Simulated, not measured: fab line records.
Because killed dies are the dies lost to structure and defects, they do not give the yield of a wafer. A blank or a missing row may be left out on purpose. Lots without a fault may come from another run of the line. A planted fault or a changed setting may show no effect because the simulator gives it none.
A struck lot beside a sound one    flow nand_harc    15 steps out of a route of 1302
Sound: wafers L173.2, L173.3, L173.4. The struck wafers were L171.1, L171.3, L171.6. The cause comes at the end.
For every step that has rows: the tool of each side, followed by ch and its chambers, followed by its first start. Under that, the readings that differ: sound wafers    struck wafers    difference of the means    sigmas: that difference in standard deviations of wafers without a fault.
alike: readings whose means differ by less than 2 such deviations, and words and numbers that are the same on both sides. not compared: withheld readings, readings that some wafer has no value for, bounds like >300 that may hide the same value, and numbers for which the record gives no deviation and whose values overlap.
The two part at a step that has a row with sigmas, a row that says differs or no value, or rows on one side only. Numbers that have no deviation but don't overlap get no sigmas and don't part them. A reading that every wafer of one side lacks parts them only if that side has two wafers or more.

NHARC_A_SGD_CUT_THK_MEAS_22: measures by ellipsometry.
  struck on film_metro-02, day 23 15:55; sound on film_metro-02, day 23 23:38
  alike: thk_nm
then, 2 steps without rows for these wafers: NHARC_A_SGD_CUT_SRD_23; NHARC_A_SGD_CUT_ETCH_26 (etches SiO2 in dHF, target depth 45.8 nm).
NHARC_A_SGD_CUT_ETCHBACK_24: etches the open film in CH3F/O2, target depth 50 nm, time 92.857 s.
  sound on rie_diel-11 ch 0,1,2, day 23 23:52; struck on rie_diel-09 ch 0,3, day 23 16:08
  alike: drypump_motor_current_A, o2_flow_sccm, oes_product_au, rf_vpp_V, showerhead_plenum_p_Torr, throttle_valve_pct
  not compared: rf_hours_counter_h
NHARC_A_SGD_CUT_STRIP_28: strips in O2, time 20 s.
  sound: rie_diel-11 ch 0,2,3; struck: rie_diel-09 ch 0,1,2
  alike: drypump_motor_current_A, o2_flow_sccm, oes_product_au, rf_vpp_V, showerhead_plenum_p_Torr, throttle_valve_pct
  not compared: rf_hours_counter_h
NHARC_A_SGD_CUT_INSPECT_25:
  struck on defect_inspect-01, day 23 16:22; sound on defect_inspect-02, day 24 00:07
  alike: raw_defect_count
NHARC_A_SLIT_DEP_25: deposits SiO2, target thk 200 nm.
  sound on pecvd-01 ch 0,1, day 24 00:10; struck on pecvd-03 ch 0,1, day 23 16:26
reading             sound        struck       difference  sigmas
heater_power_w (W)  602 599 599  443 381 370  -202        -2
  alike: throttle_valve_pct
NHARC_A_SLIT_DEP_00: deposits aC, target thk 6200 nm.
  sound on acl_dep-03 ch 0, day 24 03:32; struck on acl_dep-02 ch 0, day 23 17:18
  alike: throttle_valve_pct
NHARC_A_SLIT_DEP_23: deposits SiON, target thk 100 nm.
  sound on pecvd-01 ch 1,2, day 24 06:40; struck on pecvd-01 ch 0,2, day 23 21:10
  alike: heater_power_w
then, 3 steps without rows for these wafers: NHARC_A_SLIT_DEHYDRATE_01 (time 120 s); NHARC_A_SLIT_HMDS_02 (time 30 s); NHARC_A_SLIT_COAT_03 (resist thk 90 nm).
NHARC_A_SLIT_SOFTBAKE_04: time 55 s.
  sound on litho_track-01 ch 0, day 24 06:00; struck on litho_track-06 ch 0, day 23 21:00
reading                   sound                 struck                difference  sigmas
heater_power_total_W (W)  188.44 188.47 188.24  226.29 226.13 226.23  +37.83      +99 or more
  alike: resist_line_temp_C
then, 2 steps without rows for these wafers: NHARC_A_SLIT_EBR_05; NHARC_END_SORT_01.

== WHERE THEY PART ==
Last at NHARC_A_SLIT_SOFTBAKE_04 as far as this record goes, first at NHARC_A_SLIT_DEP_25.

WHY: what had been put in by the simulator
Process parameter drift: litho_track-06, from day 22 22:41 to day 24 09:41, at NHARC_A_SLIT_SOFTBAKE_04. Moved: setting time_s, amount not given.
